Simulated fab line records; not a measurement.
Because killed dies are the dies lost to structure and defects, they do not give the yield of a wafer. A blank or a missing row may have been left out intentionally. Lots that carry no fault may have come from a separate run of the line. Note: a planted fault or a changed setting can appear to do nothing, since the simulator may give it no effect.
A lot that was struck, set against a sound lot -- flow nand-harc -- 14 out of 1302 route steps
Sound: these wafers, L583.1, L583.4, L583.5. Wafers L596.1, L596.3, L596.6 were the ones struck. The cause comes at the end.
Order at every step that has rows: each side's tool, ch and its chambers, its first start. Under that, the readings that differ: sound wafers -- struck wafers -- difference of the means -- sigmas: that difference in standard deviations of wafers without a fault.
alike: same words and numbers on both sides, and readings whose means sit less than 2 such deviations apart. not compared: any withheld reading, any reading some wafer has no value for, any bound like >300 that may hide the same value, and any number with overlapping values for which the record gives no deviation.
A row with sigmas, a row that says differs or no value, or rows on one side alone: a step with any of these is where the two part. When numbers do not overlap yet have no deviation, they are printed without sigmas and do not part them. Lack of a reading on every wafer of one side parts them only where that side has two or more wafers.

first, 8 steps without rows for these wafers: NHARC_THIN_TSV_DEHYDRATE_25 (time 120 s); NHARC_THIN_TSV_HMDS_26 (time 30 s); NHARC_THIN_TSV_COAT_27; NHARC_THIN_TSV_SOFTBAKE_28 (time 95 s); NHARC_THIN_TSV_EBR_29; NHARC_THIN_TSV_EXPOSE_30 (exposes mask PAD); NHARC_THIN_TSV_PEB_31 (peb time 85 s); NHARC_THIN_TSV_DEVELOP_32 (time 70 s).
NHARC_THIN_TSV_CD_MEAS_33: target cd 5000 nm.
  sound on cd-sem-03 ch 0, day 24 07:22; struck on cd-sem-03 ch 0, day 31 01:32
  alike: cd-nm
then, 1 step without rows for these wafers: NHARC_THIN_TSV_HARDBAKE_34 (time 80 s).
NHARC_THIN_TSV_DESCUM_35: chemistry O2, time 3 s.
  sound on rie-diel-03 ch 2,3, day 24 07:31; struck on rie-diel-12 ch 0,1,2, day 31 01:43
  alike: drypump-motor-current-A, oes-product-au, rf-vpp-V, showerhead-plenum-p-Torr, throttle-valve-pct
  not compared: rf-hours-counter-h
NHARC_THIN_TSV_ETCH_59: etches the open film in Cl2/BCl3, target depth 880 nm, time 138.1 s.
  sound on rie-metal-02 ch 0,1, day 24 07:41; struck on rie-metal-02 ch 0,1, day 31 01:52
  alike: bias-w, drypump-motor-current-A, oes-product-au, run-length-s, throttle-valve-pct
  not compared: rf-hours-counter-h
NHARC_THIN_TSV_ETCH_36: etches the open film in Cl2/BCl3, target depth 65 nm, time 18.571 s.
  sound on rie-metal-02 ch 0,1, day 24 07:56; struck on rie-metal-02 ch 0,1, day 31 02:05
reading,sound,struck,difference,sigmas
run-length-s (s),40.3 40.1 40.5,36.1 35.1 35.5,-4.7,-13
  alike: drypump-motor-current-A, oes-product-au
  not compared: rf-hours-counter-h
NHARC_THIN_TSV_STRIP_56: strips in O2.
  sound on plasma-asher-02 ch 0,1, day 24 08:05; struck on plasma-asher-02 ch 0,1, day 31 02:14
  alike: drypump-motor-current-A, heater-power-w, temp-c
  not compared: rf-hours-counter-h

== WHERE THEY PART ==
NHARC_THIN_TSV_ETCH_36 only, going by this record. Later steps at which nothing parts them and some readings are alike: NHARC_THIN_TSV_STRIP_56.

WHY: what had been put in by the simulator
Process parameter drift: rie-metal-02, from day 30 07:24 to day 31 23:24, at NHARC_THIN_TSV_ETCH_36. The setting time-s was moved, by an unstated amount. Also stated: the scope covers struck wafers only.
